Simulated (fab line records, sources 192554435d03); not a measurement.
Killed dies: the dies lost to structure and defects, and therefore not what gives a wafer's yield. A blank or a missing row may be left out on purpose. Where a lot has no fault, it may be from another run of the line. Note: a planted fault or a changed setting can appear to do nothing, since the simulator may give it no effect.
fab line records	flow n5Finfet
record lots=4	wafers=12	lastDay=17
route steps=1938 shown PMOS_HMC_CHANNEL_EPI@57 BEOL_M4@1111 PASSIVATION@1936
lots with no fault: from the same line, run without faults
startH: hours from the record's opening day to when the first of the lot's shown wafers began	waitH: hours elapsed since this lot's preceding step	" same as the row above	L1.1+2: several wafers, shown together as one row	- value missing, or start not given	* or withheld: withheld	< > ~ a bound
route shown NAME@n: a module of which the file shows steps, and the number in the route of the first	usual: mean/standard deviation taken from wafers without a fault	same: alike in all rows	chamber/n: place in a boat	sites: the reading at each site	_std_site: the standard deviation of these	_edge_site: the outer-site mean with the inner-site mean subtracted	radiusMm: for every site, how far away it sits from the centre of the wafer	mask NAME#n: copy n	behind: tool/chamber where the wafer was last shaped	hold: why the lot went on hold/how many hours it stayed there/how the hold came to an end	device: which transistor (n, p or np) failed to switch	end of line: at the end of the route, the tests of the same wafers	step lacking rows: just its recipe	killed: dies lost to structure and defects at the first sort, not the wafer's yield	map: per-die view of a wafer (x killed, . not killed, _ where there is no die)
set.NAME: setting as actually run; set.NAME@STEP: the setting as run at that earlier step	model.NAME: the simulator's own value behind a step, which no gauge read
a table for each step, a row for each wafer; lots at some steps of the route
services: a tool's chamber out of use, with start hour (startH, from the record's first day; less than 0 if before it), hours out, and reason
## steps
# step N5_PMOS_HMC_CHANNEL_EPI_HM_DEP_34
# recipe material=SiO2	targetThkA=360	tempC=400	precursor=TEOS/O2	pressureTorr=6.5	rfW=900	teosFlowSccm=161.4	gas=O2	flowSccm=2650	timeS=6.9
# step N5_PMOS_HMC_CHANNEL_EPI_COAT_31
# recipe resist=BARC	tempC=205	timeS=60	spinRpm=1500	resistThkNm=66
# step N5_PMOS_HMC_CHANNEL_EPI_COAT_03
# recipe resist=CAR-ArF-block	spinRpm=1500	resistThkNm=205
# step N5_PMOS_HMC_CHANNEL_EPI_EBR_05
# recipe solvent=PGMEA	ebrWidthMm=1.5
# step N5_PMOS_HMC_CHANNEL_EPI_SOFTBAKE_04
# recipe tempC=110	timeS=60	resist=CAR-ArF-block
# step N5_PMOS_HMC_CHANNEL_EPI_EXPOSE_06
# recipe maskId=PMOS_HMC_BLK	na=1.35	sourceShape=conventional	sigmaOuter=0.8	polarization=unpolarized	targetCdNm=240	doseMj=41
# step N5_PMOS_HMC_CHANNEL_EPI_PEB_07
# recipe pebTempC=110	pebTimeS=60	resist=CAR-ArF-block
# step N5_PMOS_HMC_CHANNEL_EPI_DEVELOP_08
# recipe developTimeS=30	developer=TMAH	resist=CAR-ArF-block	devTempC=23	rinseLiquid=diw	dry=airSpin
# step N5_PMOS_HMC_CHANNEL_EPI_DESCUM_14
# recipe chemistry=O2	timeS=7.9	sourcePowerW=50	biasPowerW=20	pressureMtorr=20	rfFrequencyHz=2.712e+07	tempC=40	resist=CAR-ArF-block	o2FlowSccm=225
# step N5_PMOS_HMC_CHANNEL_EPI_ETCH_32
# recipe chemistry=N2/H2	target=BARC	stopOn=SiO2	targetDepthA=858	overEtchFrac=0.3	timeS=50.3	ionEnergyEv=200	maskMaterial=CAR-ArF-block	pressureMtorr=30	sourceW=840	biasW=150	n2FlowSccm=200	h2FlowSccm=200
# usual biasW=150.0/0.42	drypumpMotorCurrentA=5.8/0.43	oesProductAu=0.67/0.057	overEtchFrac=0.3/0	rfVppV=524.0/2.5	showerheadPlenumPTorr=2.55/0.091	throttleValvePct=18.03/0.23
lot.wafer	tool	chamber	startH	waitH	biasW	drypumpMotorCurrentA	oesProductAu	overEtchFrac	rfHoursCounterH	rfVppV	showerheadPlenumPTorr	throttleValvePct	model.CAR-ArF-block_of_PMOS_HMC_CHANNEL_EPI_COAT_03.thkNm	model.PMOS_HMC_CHANNEL_EPI.cdNm
L756.2	rieDiel-06	1	72.35	0.0	150.5	6.3	0.61	0.58492	118	526.8	2.68	18.40	119	241.4
L756.3	"	0	"	"	149.7	5.8	0.55	0.58492	206	525.8	2.62	18.29	119.3	243.5
L756.6	"	1	"	"	150.1	6.3	0.61	0.58492	-	526.5	2.68	18.39	118.9	240.7
L757.2	rieDiel-06	2	77.28	0.0	149.5	5.4	0.57	0.58492	199	520.2	2.41	17.99	116.6	241.1
L757.3	"	1	"	"	149.8	6.3	0.61	0.58492	119	526.2	2.68	18.40	117.4	240.5
L757.4	"	3	"	"	149.9	5.9	0.68	0.58492	46	521.5	2.49	17.84	121.8	241.2
L765.1	rieDiel-03	3	125.15	0.0	150.8	5.7	0.63	0.3	174	524.3	2.53	17.87	132.7	241.2
L765.3	"	2	"	"	149.9	6.1	0.63	0.3	210	524.5	2.63	18.12	134.8	239.5
L765.6	"	1	"	"	151.1	6.1	0.65	0.3	-	524.8	2.53	17.87	132.2	241.1
L768.2	rieDiel-06	1	143.77	0.0	149.8	6.3	0.67	0.3	140	527.5	2.67	18.46	132.5	237.6
L768.3	"	3	"	"	150.0	5.9	0.74	0.3	63	521.2	2.49	17.90	133.9	239.6
L768.5	"	2	"	"	150.3	5.5	0.62	0.3	-	520.7	2.40	18.06	130.4	238.8
# step N5_PMOS_HMC_CHANNEL_EPI_HM_OPEN_15
# recipe chemistry=CHF3/O2	target=SiO2	maskMaterial=CAR-ArF-block	targetDepthA=406	CHF3_flow_sccm=50	O2_flow_sccm=5	Ar_flow_sccm=200	timeS=20.3	pressureMtorr=30	sourceW=650	biasW=170	ionEnergyEv=200
# usual biasW=169.9/0.53	drypumpMotorCurrentA=5.8/0.43	oes_ar_750_au=0.78/0.064	oesProductAu=0.78/0.07	rfVppV=528/7.4	showerheadPlenumPTorr=2.42/0.08	throttleValvePct=19.06/0.18
lot.wafer	tool	chamber	startH	waitH	biasW	drypumpMotorCurrentA	oes_ar_750_au	oesProductAu	rfHoursCounterH	rfVppV	showerheadPlenumPTorr	throttleValvePct	model.CAR-ArF-block_of_PMOS_HMC_CHANNEL_EPI_COAT_03.thkNm
L756.2	rieDiel-06	1	72.39	0.0	170.1	6.3	0.79	0.80	118	536	2.52	19.22	78.83
L756.3	"	0	"	"	170.3	5.8	0.71	0.72	206	535	2.49	19.41	79.83
L756.6	"	1	"	"	169.5	6.4	0.79	0.79	-	537	2.52	19.23	78.88
L757.2	rieDiel-06	2	77.33	0.0	170.4	5.4	0.75	0.74	199	520	2.31	19.15	76.28
L757.3	"	1	"	"	169.9	6.3	0.79	0.80	119	537	2.52	19.21	77.53
L757.4	"	3	"	"	170.7	5.9	0.87	0.88	46	527	2.37	18.95	82.35
L765.1	rieDiel-03	3	125.19	0.0	169.9	5.6	0.74	0.72	174	514	2.41	18.99	93.15
L765.3	"	2	"	"	169.7	6.1	0.72	0.72	210	524	2.48	19.11	94.6
L765.6	"	1	"	"	169.6	6.1	0.76	0.76	-	523	2.43	19.01	91.36
L768.2	rieDiel-06	1	143.81	0.0	170.5	6.3	0.78	0.78	140	537	2.51	19.26	92.13
L768.3	"	3	"	"	169.7	5.9	0.85	0.85	63	526	2.36	18.97	94.68
L768.5	"	2	"	"	169.6	5.5	0.74	0.72	-	519	2.30	19.17	90.5
# step N5_PMOS_HMC_CHANNEL_EPI_STRIP_33
# recipe chemistry=N2/H2	powerW=500	tempC=40	pressureMtorr=50	rfFrequencyHz=6e+07	overashFraction=0.3	biasPowerW=8	h2Frac=0.5	n2FlowSccm=300	h2FlowSccm=300
# step N5_PMOS_HMC_CHANNEL_EPI_STRIP_17
# recipe chemistry=SPM	timeS=750	tempC=130	h2so4H2o2VolRatio=4	dry=ipaMarangoni
# step N5_PMOS_HMC_CHANNEL_EPI_ETCH_38
# recipe chemistry=CF4	target=SiO2	targetDepthA=15	ionEnergyEv=350	pressureMtorr=10	icpW=800	biasW=400	cf4FlowSccm=80
# step N5_PMOS_HMC_CHANNEL_EPI_FIN_RECESS_16
# recipe chemistry=HBr/Cl2	target=Si	maskMaterial=SiO2	targetDepthA=540	timeS=18	pressureMtorr=10	icpW=800	biasW=75	HBr_flow_sccm=150	Cl2_flow_sccm=80
# usual biasW=75.03/0.21	drypumpMotorCurrentA=5.7/0.39	oesProductAu=0.999/0.017	throttleValvePct=35.4/0.31
lot.wafer	tool	chamber	startH	waitH	biasW	drypumpMotorCurrentA	oesProductAu	rfHoursCounterH	throttleValvePct	model.PMOS_HMC_CHANNEL_EPI.cdNm
L756.2	rieSi-05	0	72.98	0.0	74.93	5.8	1.007	81	35.5	241.2
L756.3	"	3	"	"	75.34	5.8	0.985	78	35.4	243.4
L756.6	"	2	"	"	74.81	5.0	1.010	-	35.0	240.6
L757.2	rieSi-06	3	77.70	0.0	74.71	6.0	1.033	34	35.5	241.2
L757.3	"	2	"	"	75.07	6.4	1.004	155	36.1	240.5
L757.4	"	1	"	"	75.01	6.2	0.976	101	36.1	241.4
L765.1	rieSi-03	1	125.57	0.0	74.43	5.4	0.985	181	35.0	241.3
L765.3	"	0	"	"	74.77	6.0	0.998	139	35.4	239.6
L765.6	"	3	"	"	74.89	5.9	1.028	-	35.9	240.9
L768.2	rieSi-03	0	144.19	0.0	75.04	6.0	1.014	140	35.4	237.6
L768.3	"	3	"	"	75.07	5.9	1.027	153	35.9	239.5
L768.5	"	0	"	"	75.05	6.0	1.011	-	35.4	238.8
# step N5_PMOS_HMC_CHANNEL_EPI_PRECLEAN_36
# recipe chemistry=O3/DIW	timeS=45	tempC=22	o3Ppm=10
# step N5_BEOL_M4_RC_MEAS_101
# usual DIBL_N=36.1/1.6	DIBL_P=35.8/2.1	IOFF_N=0.16/0.031	IOFF_P=0.21/0.034	ION_N=673/12	ION_P=461/7.2	SS_N=71.4/0.59	SS_P=73.3/0.63	VT_N=250/3.1	VT_P=-250/3.3
lot.wafer	tool	chamber	startH	waitH	DIBL_N[mV/V]	DIBL_P[mV/V]	IOFF_N[nA/um]	IOFF_P[nA/um]	ION_N[uA/um]	ION_P[uA/um]	SS_N[mV/dec]	SS_P[mV/dec]	VT_N[mV]	VT_P[mV]
L756.2	prober-02	0	233.67	0.2	35.4	34.2	0.13	0.17	673	457	70.2	73.2	253	-254
L756.3	"	0	"	"	36.0	35.1	0.14	0.19	663	454	70.8	73.6	252	-249
L756.6	"	0	"	"	34.1	33.6	0.11	0.16	661	457	70.8	72.8	255	-253
L757.2	prober-01	0	235.11	0.2	35.3	36.0	0.15	0.18	667	459	70.9	73.3	252	-253
L757.3	"	0	"	"	33.1	32.4	0.11	0.14	661	449	70.6	72.2	254	-256
L757.4	"	0	"	"	36.2	36.8	0.15	0.19	670	457	70.8	72.1	251	-255
L765.1	prober-01	0	280.84	0.0	39.6	40.8	0.21	0.29	676	466	72.4	75.0	243	-247
L765.3	"	0	"	"	37.1	36.2	0.16	0.20	670	458	71.8	72.8	249	-250
L765.6	"	0	"	"	37.7	38.0	0.19	0.22	682	460	72.4	73.3	250	-247
L768.2	prober-01	0	300.90	0.2	38.9	38.0	0.21	0.25	684	459	73.1	74.4	248	-248
L768.3	"	0	"	"	34.0	32.3	0.12	0.17	672	463	70.8	72.6	253	-252
L768.5	"	0	"	"	36.3	35.1	0.16	0.22	683	473	71.6	73.3	250	-249
# step N5_PASSIVATION_PROBE_49
# usual defectLimitedYield=91.0/1.5	killed_at_M0_to_M3=35/11	killed_at_M4_up=13/6	killedAtContacts=14/6.5	killedAtFrontEnd=40/12	killedAtOther=4/3.4	killedDies=106/18	killedOpen=68/14	killedShort=35/7.7	sort_bin_5_function=5.2/0.98	sort_bin_6_memory=3.4/0.72	sortNPass=1074/18	sortYieldPct=91.0/1.5
# same grossDies=1180	killedAtBackSide=0	sort_bin_4_leakage[%]=0	sort_bin_8_speed[%]=0
lot.wafer	tool	chamber	startH	waitH	defectLimitedYield[%]	killed_at_M0_to_M3	killed_at_M4_up	killedAtContacts	killedAtFrontEnd	killedAtOther	killedDies	killedOpen	killedShort	sort_bin_5_function[%]	sort_bin_6_memory[%]	sortNPass	sortYieldPct[%]
L756.2	prober-01	-	345.10	0.1	90.4	35	14	19	41	4	113	66	40	5.1	3.8	1067	90.4
L756.3	prober-01	-	345.15	0.1	90.1	27	21	8	58	3	117	64	50	6.2	3.5	1063	90.1
L756.6	prober-01	-	345.30	0.3	90.5	40	14	6	44	8	112	55	46	4.9	3.3	1068	90.5
L765.1	prober-01	-	386.88	0.0	90.8	46	4	11	44	4	109	51	51	4.7	3.7	1071	90.8
L765.3	prober-01	-	386.98	0.1	90.9	37	4	13	52	1	107	70	34	5.4	3.5	1073	90.9
L765.6	prober-01	-	387.13	0.3	89.5	47	8	7	61	1	124	81	42	6.0	4.2	1056	89.5
L768.2	prober-02	-	401.63	0.1	91.4	34	18	5	40	4	101	63	37	5.3	3.0	1079	91.4
L768.3	prober-02	-	401.68	0.1	90.9	42	13	5	40	7	107	53	44	4.7	3.4	1073	90.9
L768.5	prober-02	-	401.78	0.2	91.6	28	21	4	41	5	99	65	29	4.8	3.1	1081	91.6
# killed by level:class
L756.2 MOL_CONTACT_COAG:geometricParticle:open=17 BEOL_M0_SAQP:geometricParticle:short=8 GATE_CUT:geometricParticle:short=6 FIN_SAQP:geometricParticle:open=5 FIN_SAQP:geometricParticle:short=5 BEOL_M1:geometricParticle:open=5 BEOL_M0_SAQP:geometricParticle:open=5 BEOL_M1:geometricParticle:short=5
L756.3 FIN_SAQP:geometricParticle:short=11 STI_FIN_REVEAL:geometricParticle:open=9 MOL_CONTACT_COAG:geometricParticle:open=7 SPACER0:geometricParticle:short=6 GATE_CUT:geometricParticle:short=6 BEOL_M3:geometricParticle:open=6 BEOL_M1:geometricParticle:open=5 BEOL_M4:geometricParticle:open=5
L756.6 FIN_SAQP:geometricParticle:short=11 HKMG_FIN:areaEtch=10 BEOL_M0_SAQP:geometricParticle:short=9 BEOL_M0_SAQP:geometricParticle:open=9 BEOL_M3:geometricParticle:open=8 BEOL_M4:geometricParticle:open=7 FIN_SAQP:geometricParticle:open=5 BEOL_M1:geometricParticle:short=5
L765.1 BEOL_M0_SAQP:geometricParticle:open=17 BEOL_M0_SAQP:geometricParticle:short=15 MOL_CONTACT_COAG:geometricParticle:open=8 DUMMY_GATE:geometricParticle:open=6 FIN_SAQP:geometricParticle:short=4 FIN_CUT:geometricParticle:short=4 DUMMY_GATE:geometricParticle:short=4 GATE_CUT:geometricParticle:open=4
L765.3 STI_FIN_REVEAL:geometricParticle:open=14 FIN_SAQP:geometricParticle:open=10 MOL_CONTACT_COAG:geometricParticle:open=10 BEOL_M0_SAQP:geometricParticle:open=10 FIN_SAQP:geometricParticle:short=9 BEOL_M0_SAQP:geometricParticle:short=9 STI_FIN_REVEAL:geometricParticle:short=8 BEOL_M2:geometricParticle:open=4
L765.6 STI_FIN_REVEAL:geometricParticle:open=17 BEOL_M0_SAQP:geometricParticle:open=17 FIN_SAQP:geometricParticle:open=12 BEOL_M0_SAQP:geometricParticle:short=12 FIN_SAQP:geometricParticle:short=10 STI_FIN_REVEAL:geometricParticle:short=6 MOL_CONTACT_COAG:geometricParticle:open=6 GATE_CUT:geometricParticle:short=6
L768.2 BEOL_M2:geometricParticle:open=13 STI_FIN_REVEAL:geometricParticle:open=11 GATE_CUT:geometricParticle:short=10 BEOL_M0_SAQP:geometricParticle:short=7 FIN_SAQP:geometricParticle:short=5 BEOL_M3:geometricParticle:open=5 FIN_SAQP:geometricParticle:open=4 BEOL_M1:geometricParticle:open=4
L768.3 BEOL_M2:geometricParticle:open=10 BEOL_M0_SAQP:geometricParticle:short=9 BEOL_M3:geometricParticle:open=9 STI_FIN_REVEAL:geometricParticle:open=8 STARTING-WAFER:geometricParticle:short=7 FIN_SAQP:geometricParticle:short=6 HKMG_FIN:areaEtch=5 STI_FIN_REVEAL:geometricParticle:short=4
L768.5 STI_FIN_REVEAL:geometricParticle:open=20 BEOL_M3:geometricParticle:open=10 BEOL_M4:geometricParticle:open=8 BEOL_M0_SAQP:geometricParticle:open=6 BEOL_M3:geometricParticle:short=5 FIN_SAQP:geometricParticle:open=4 BEOL_M0_SAQP:geometricParticle:short=4 FIN_SAQP:geometricParticle:short=3
## services
tool	chamber	startH	hours	kind
rieSi-03	-	48.79	2.8	pm
rieSi-03	2	61.71	5.8	repair
rieSi-05	1	65.71	22.7	repair
rieDiel-06	1	79.24	2.5	repair
rieDiel-06	3	91.35	10.4	repair
rieSi-06	-	101.37	0.1	repair
rieDiel-03	1	111.25	11.3	repair
rieSi-06	-	131.08	15.6	pm
## key
firstSign step=N5_PMOS_HMC_CHANNEL_EPI_ETCH_32	reading=overEtchFrac	direction=up	sigmas=99+	usual=0.3	struck=0.58492
effect none on later readings
modelEffect step=N5_PMOS_HMC_CHANNEL_EPI_ETCH_32	value=CAR-ArF-block_of_PMOS_HMC_CHANNEL_EPI_COAT_03.thkNm	without=133.2	struck=118.8
modelEffect step=N5_PMOS_HMC_CHANNEL_EPI_HM_OPEN_15	value=CAR-ArF-block_of_PMOS_HMC_CHANNEL_EPI_COAT_03.thkNm	without=93.32	struck=78.95
modelEffect step=N5_PMOS_HMC_CHANNEL_EPI_FIN_RECESS_16	value=PMOS_HMC_CHANNEL_EPI.cdNm	without=239.3	struck=241.4
metAt N5_PMOS_HMC_CHANNEL_EPI_ETCH_32
struckWafers L756.2,L756.3,L756.6,L757.2,L757.3,L757.4
baselineLoss step=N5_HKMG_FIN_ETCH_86	wafers=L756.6
fault kind=processParameterDrift	tool=rieDiel-06	chamber=-	onsetH=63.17	steps=N5_PMOS_HMC_CHANNEL_EPI_ETCH_32	channel=overEtchFrac	offset=0.28492	shape=step	endH=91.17	actsIn=theseRecipesOnly	stated=0.3
# baselineLoss: these wafers lose ten dies or more at that step, a loss of the line's own and not of a fault; the sort's usual values leave them out
